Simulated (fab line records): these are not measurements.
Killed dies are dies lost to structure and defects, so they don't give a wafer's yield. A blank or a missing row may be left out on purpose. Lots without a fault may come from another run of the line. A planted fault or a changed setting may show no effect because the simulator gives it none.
Check of tool commonality    flow nand_harc    9 lots and 30 wafers in the sample

== WHY THIS WAS OPENED ==
1 of 9 lots carry a flag on the reading VT_DECK1_MIDDLE at NHARC_END_WLT_00. No-fault wafers: 0.887, standard deviation 0.0054.
Rule: a lot gets a flag if all its wafers with a number sit over 4 standard deviations from that mean, or if no wafer of it has a number. The rest of the lots are taken to be sound.

lot   measured      on         VT_DECK1_MIDDLE, wafer by wafer      flag
L251  day 24 17:49  prober-01  0.889 0.884 0.879                    
L253  day 24 17:49  prober-02  0.886 0.896 0.890                    
L255  day 26 23:52  prober-02  0.896 0.898 0.893                    
L257  day 27 14:40  prober-01  0.884 0.890 0.879                    
L256  day 27 19:43  prober-02  0.884 0.892 0.880                    
L259  day 28 06:25  prober-02  0.880 0.880 0.886                    
L258  day 28 14:38  prober-02  0.882 0.885 0.888                    
L261  day 28 15:05  prober-01  0.948 0.947 0.942 0.933 0.941 0.948  FLAGGED
L268  day 31 16:05  prober-02  0.886 0.880 0.883                    
The numbers of the flagged lots are 0.943 on average: +0.056 against the usual, or +10 standard deviations.

== WHICH TOOL RAN EACH LOT ==
Before the reading, the record contains 4 process steps out of a 1302-step route. Each cell gives the tool, then ch followed by the chambers the sampled wafers passed through, then the start.
lot   flag     NHARC_A_CHANNEL_FILL_D1_ALD_02    NHARC_A_CHANNEL_FILL_D1_ALD_14    NHARC_A_CHANNEL_FILL_D1_CVD_18    NHARC_A_CHANNEL_FILL_D1_STRIP_29
L251           ald_hk-01 ch 1,3, day 9 07:38     ald_hk-01 ch 0,1,2, day 9 14:41   lpcvd_poly-03 ch 0, day 10 06:29  rie_diel-13 ch 0,1,3, day 24 17:49 or earlier
L253           ald_hk-04 ch 0,1, day 9 19:40     ald_hk-01 ch 0,1,2, day 10 01:55  lpcvd_poly-03 ch 0, day 10 16:53  rie_diel-08 ch 1,3, day 24 17:49 or earlier
L255           ald_hk-02 ch 0,2,3, day 11 07:40  ald_hk-01 ch 0,1,3, day 11 14:56  lpcvd_poly-03 ch 0, day 12 05:55  rie_diel-08 ch 0,2,3, day 26 23:52 or earlier
L257           ald_hk-01 ch 0,1,2, day 12 04:06  ald_hk-02 ch 0,1,2, day 12 10:01  lpcvd_poly-01 ch 0, day 13 01:03  rie_diel-08 ch 0,1, day 27 14:40 or earlier
L256           ald_hk-01 ch 0,1,3, day 12 02:59  ald_hk-01 ch 1,2, day 12 10:01    lpcvd_poly-01 ch 0, day 13 01:03  rie_diel-08 ch 0,1, day 27 19:43 or earlier
L259           ald_hk-02 ch 0,2, day 12 21:01    ald_hk-02 ch 0,1,2, day 13 04:03  lpcvd_poly-01 ch 0, day 13 19:04  rie_diel-08 ch 0,1, day 28 06:25 or earlier
L258           ald_hk-02 ch 0,1,2, day 12 11:47  ald_hk-04 ch 0,2,3, day 12 18:44  lpcvd_poly-03 ch 0, day 13 09:44  rie_diel-13 ch 0,2,3, day 28 14:38 or earlier
L261  FLAGGED  ald_hk-04 ch 0,1,2, day 13 00:14  ald_hk-01 ch 0,1, day 13 07:31    lpcvd_poly-02 ch 0, day 13 22:27  rie_diel-08 ch 0,1,2, day 28 15:05 or earlier
L268           ald_hk-02 ch 0,1,3, day 16 14:22  ald_hk-02 ch 0,1,3, day 16 21:26  lpcvd_poly-02 ch 0, day 17 12:20  rie_diel-08 ch 0,1,2, day 31 16:05 or earlier
These steps, and what they do:
- NHARC_A_CHANNEL_FILL_D1_ALD_02: deposits SiO2, target thk 6 nm, pulse time 10 s, ald cycles 60.
- NHARC_A_CHANNEL_FILL_D1_ALD_14: deposits SiO2, target thk 2.5 nm, pulse time 10 s, ald cycles 25.
- NHARC_A_CHANNEL_FILL_D1_CVD_18: deposits poly-Si, target thk 3 nm.
- NHARC_A_CHANNEL_FILL_D1_STRIP_29: strips in O2, time 20 s.
- NHARC_END_WLT_00

== FLAGGED AGAINST TOTAL, ONE TOOL AT A TIME (gauges that did the reading follow at the end) ==
step                              tool           lots run  flagged  share of the flagged lots  sound lots run after its first flagged lot
NHARC_A_CHANNEL_FILL_D1_ALD_02    ald_hk-01      3         0        none                       -
NHARC_A_CHANNEL_FILL_D1_ALD_02    ald_hk-02      4         0        none                       -
NHARC_A_CHANNEL_FILL_D1_ALD_02    ald_hk-04      2         1        all                        0
NHARC_A_CHANNEL_FILL_D1_ALD_14    ald_hk-01      5         1        all                        0
NHARC_A_CHANNEL_FILL_D1_ALD_14    ald_hk-02      3         0        none                       -
NHARC_A_CHANNEL_FILL_D1_ALD_14    ald_hk-04      1         0        none                       -
NHARC_A_CHANNEL_FILL_D1_CVD_18    lpcvd_poly-01  3         0        none                       -
NHARC_A_CHANNEL_FILL_D1_CVD_18    lpcvd_poly-02  2         1        all                        1 (L268)
NHARC_A_CHANNEL_FILL_D1_CVD_18    lpcvd_poly-03  4         0        none                       -
NHARC_A_CHANNEL_FILL_D1_STRIP_29  rie_diel-08    7         1        all                        1 (L268)
NHARC_A_CHANNEL_FILL_D1_STRIP_29  rie_diel-13    2         0        none                       -
NHARC_END_WLT_00                  prober-01      3         1        all                        0
NHARC_END_WLT_00                  prober-02      6         0        none                       -
With no start given for some of its lots, NHARC_A_CHANNEL_FILL_D1_STRIP_29 uses the hours and lot order of NHARC_END_WLT_00.

== WHAT THE TABLE ALLOWS ==
5 rows of the table ran every flagged lot: ald_hk-04 at NHARC_A_CHANNEL_FILL_D1_ALD_02, ald_hk-01 at NHARC_A_CHANNEL_FILL_D1_ALD_14, lpcvd_poly-02 at NHARC_A_CHANNEL_FILL_D1_CVD_18, rie_diel-08 at NHARC_A_CHANNEL_FILL_D1_STRIP_29, prober-01 at NHARC_END_WLT_00.
- ald_hk-04 at NHARC_A_CHANNEL_FILL_D1_ALD_02: 1 of its 2 lots flagged. A fault beginning between L253 (day 9 19:40), its last sound lot, and L261 (day 13 00:14), its first flagged one, fits the data.
- ald_hk-01 at NHARC_A_CHANNEL_FILL_D1_ALD_14: 1 of its 5 lots flagged. A fault beginning between L256 (day 12 10:01), its last sound lot, and L261 (day 13 07:31), its first flagged one, fits the data.
- lpcvd_poly-02 at NHARC_A_CHANNEL_FILL_D1_CVD_18: 1 of its 2 lots flagged. Lots that were sound ran on it after the first flagged one (L268); a persistent fault on the entire tool would not allow that. Its own readings (spike_tc_bottom_C, spike_tc_centre_C, spike_tc_lower_C, spike_tc_top_C, spike_tc_upper_C, tube_center_temp_C) fall more than 4 standard deviations out on all wafers of the flagged lots.
- rie_diel-08 at NHARC_A_CHANNEL_FILL_D1_STRIP_29: 1 of its 7 lots flagged. Lots that were sound ran on it after the first flagged one (L268); a persistent fault on the entire tool would not allow that.
- prober-01 at NHARC_END_WLT_00: 1 of its 3 lots flagged. A fault beginning between L257 (day 27 14:40), its last sound lot, and L261 (day 28 15:05), its first flagged one, fits the data.
These 3 tools cannot be told apart by counting lots, since each of them fits a fault that started at some hour. More lots, or a look at what each step does to the wafer, might.

== WHAT THE SIMULATOR HAD INSERTED ==
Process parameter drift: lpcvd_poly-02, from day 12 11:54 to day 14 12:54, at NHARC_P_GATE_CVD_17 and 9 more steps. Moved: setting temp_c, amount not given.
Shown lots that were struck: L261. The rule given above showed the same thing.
